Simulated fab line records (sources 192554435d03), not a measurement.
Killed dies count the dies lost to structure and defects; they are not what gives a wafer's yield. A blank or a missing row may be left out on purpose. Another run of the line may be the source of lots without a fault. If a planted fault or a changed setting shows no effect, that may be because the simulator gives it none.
Comparing a struck lot with a sound one	flow n5Finfet	36 out of 1938 route steps
Sound: these wafers, L102.1, L102.3, L102.5. Struck: wafers L104.2, L104.3, L104.6. The cause is given at the end.
For every step that has rows: the tool of each side, followed by ch and its chambers, followed by its first start. Under that, the readings that differ: sound wafers	struck wafers	difference of the means	sigmas: that difference in standard deviations of wafers without a fault.
alike: a reading whose means differ by less than 2 such deviations, as well as words and numbers matching on both sides. not compared: withheld readings; readings where some wafer has no value; bounds like >300 that might hide an equal value; numbers whose values overlap and for which the record gives no deviation.
A row with sigmas, a row that says differs or no value, or rows on one side alone: a step with any of these is where the two part. Non-overlapping numbers with no deviation appear without sigmas and do not part them. Lack of a reading on every wafer of one side parts them only where that side has two or more wafers.

first, 9 steps without rows for these wafers: N5_BEOL_M4_ANNEAL_95 (time 240 s); N5_BEOL_M4_SPUTTER_96 (material Cu, target thk 4.5 nm, time 8.29 s); N5_BEOL_M4_ECD_50 (material Cu, target thk 300 nm); N5_BEOL_M4_ANNEAL_51 (time 90 s); N5_BEOL_M4_CMP_52 (polishes, stops on SiOC, t overpolish 6.8 s, target thk 40 nm); N5_BEOL_M4_PRE_CLEAN_60 (time 15 s); N5_BEOL_M4_CO_CAP_55 (material Co, precursor CCTBA/H2, target thk 2 nm, time 102.1 s); N5_BEOL_M4_PRE_CLEAN_56 (time 15 s); N5_BEOL_M4_DEP_57 (deposits SiCN from 3MS/NH3, target thk 8 nm, time 14 s).
N5_BEOL_M4_RC_MEAS_101:
  sound on prober-02 ch 0, day 9 17:02; struck on prober-01 ch 0, day 10 09:52
  alike: DIBL_N, DIBL_P, IOFF_N, IOFF_P, ION_N, ION_P, SS_N, SS_P, VT_N, VT_P
then, 24 steps without rows for these wafers: N5_BEOL_M5_ILD_DEP_00 (deposits SiCOH lowk from DEMS/porogen, target thk 140.64 nm, time 25.9 s); N5_BEOL_M5_CURE_79 (cures SiCOH lowk, time 240 s); N5_BEOL_M5_PECVD_70 (deposits SiO2 from TEOS/O2, target thk 16 nm, time 18 s); N5_BEOL_M5_HM_DEP_02 (deposits TiN, target thk 20 nm); N5_BEOL_M5_COAT_59 (time 60 s, resist thk 60 nm); N5_BEOL_M5_COAT_60 (time 60 s, resist thk 12 nm); N5_BEOL_M5_COAT_71 (time 60 s, resist thk 5 nm); N5_BEOL_M5_COAT_05 (resist thk 30 nm); N5_BEOL_M5_EBR_07; N5_BEOL_M5_SOFTBAKE_06 (time 60 s); N5_BEOL_M5_EXPOSE_08 (exposes mask M5, target cd 28 nm); N5_BEOL_M5_PEB_09 (peb time 60 s); N5_BEOL_M5_DEVELOP_10 (develop time 30 s); N5_BEOL_M5_DESCUM_16 (chemistry O2, time 7 s); N5_BEOL_M5_ETCH_72 (etches underlayer in N2/H2, target depth 6.5 nm, time 5.2 s); N5_BEOL_M5_ETCH_61 (etches SiARC in CF4, target depth 15.6 nm, time 26 s); N5_BEOL_M5_ETCH_62 (etches SOC in N2/H2, target depth 75 nm, overetch 15 nm, time 112.5 s); N5_BEOL_M5_STRIP_63 (strips in N2/H2); N5_BEOL_M5_STRIP_73 (strips in N2/H2); N5_BEOL_M5_STRIP_64 (strips in CF4); N5_BEOL_M5_HM_OPEN_17 (chemistry Cl2/BCl3, target TiN, target depth 20 nm, overetch 6 nm); N5_BEOL_M5_STRIP_19 (strips in O2); N5_BEOL_M5_COAT_65 (time 60 s, resist thk 60 nm); N5_BEOL_M5_COAT_66 (time 60 s, resist thk 12 nm).
N5_BEOL_M9_ETCH_66: etches SOC in N2/H2, target depth 80 nm, overetch 16 nm, time 120 s.
  sound on rieDiel-05 ch 0,1,2, day 11 10:09; struck on rieDiel-05 ch 2,3, day 12 02:52
reading	sound	struck	difference	sigmas
model.etch.depthNm (nm)	59.89 59.69 59.98	54.19 57.43 57.18	-3.59	
model.SiARC_of_BEOL_M9_COAT_64.thkNm (nm)	6.2 6.4 6	8.8 8.6 8.6	+2.5	
  alike: drypumpMotorCurrentA, oesProductAu, rfVppV, showerheadPlenumPTorr, throttleValvePct
  not compared: rfHoursCounterH
-- here the record skips 3 days between the struck wafers' starts before and after, leaving off in module BEOL_M9 and picking up in module PASSIVATION (first step shown: number 1936 of the route) --
N5_PASSIVATION_PROBE_49:
  only the struck wafers here have rows in the record (prober-02, day 14 15:53); the sound ones have none

== WHERE THEY PART ==
Only at N5_PASSIVATION_PROBE_49, within this record.

WHY: what the simulator had put in
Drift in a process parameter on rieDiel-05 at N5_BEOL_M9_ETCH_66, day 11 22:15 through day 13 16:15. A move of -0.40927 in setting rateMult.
